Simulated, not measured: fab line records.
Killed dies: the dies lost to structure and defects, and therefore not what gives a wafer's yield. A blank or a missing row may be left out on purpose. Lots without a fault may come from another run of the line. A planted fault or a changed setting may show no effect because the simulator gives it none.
Chamber matching	flow n5_finfet	N5_SDB_HM_DEP_00 on pecvd-04 has 3 sister chambers
The step deposits SiNx from SiH4/NH3/N2, target thk 40 nm, time 35.3 s. 6 wafers are shown with their chamber, then 7 later ones without.

== WAFERS WITH THEIR CHAMBER ==
wafer	chamber	showerhead_plenum_p_Torr (Torr)	throttle_valve_pct (%)
L076.3	2	5.22	39.7
L079.3	1	5.03	40.7
L079.6	1	5.05	40.9
L086.5	2	5.22	40.1
L094.1	0	5.02	38.4
L094.4	0	5.01	38.3

== WAFERS MISSING THEIR CHAMBER ==
wafer	showerhead_plenum_p_Torr (Torr)	throttle_valve_pct (%)
L094.5	5.05	40.7
L095.1	5.06	40.9
L095.3	5.00	38.6
L095.4	5.23	40.5
L097.2	5.07	40.9
L097.3	5.25	40.2
L097.5	5.23	40.4

== CHAMBER TAKEN BY EACH ==
wafer	from the rows above	in truth
L094.5	1	1
L095.1	1	1
L095.3	0	0
L095.4	2	2
L097.2	1	1
L097.3	2	2
L097.5	2	2
Correctly placed: 7 of 7. Number that these rows cannot place: 0. Placed wrongly: 0.
How it was worked out, from the rows above alone: a wafer's distance from a chamber is the root of the sum, over the readings, of the square of ((its reading less the chamber's mean) divided by the reading's scatter). If the next closest chamber is less than 2 further off than the closest, the wafer can't be placed; otherwise it belongs to the closest. The mean given for a chamber averages the wafers shown for that chamber. The scatter is the square root of a quotient: the sum, over the shown wafers, of each reading's squared deviation from its chamber's mean, divided by wafers minus chambers.
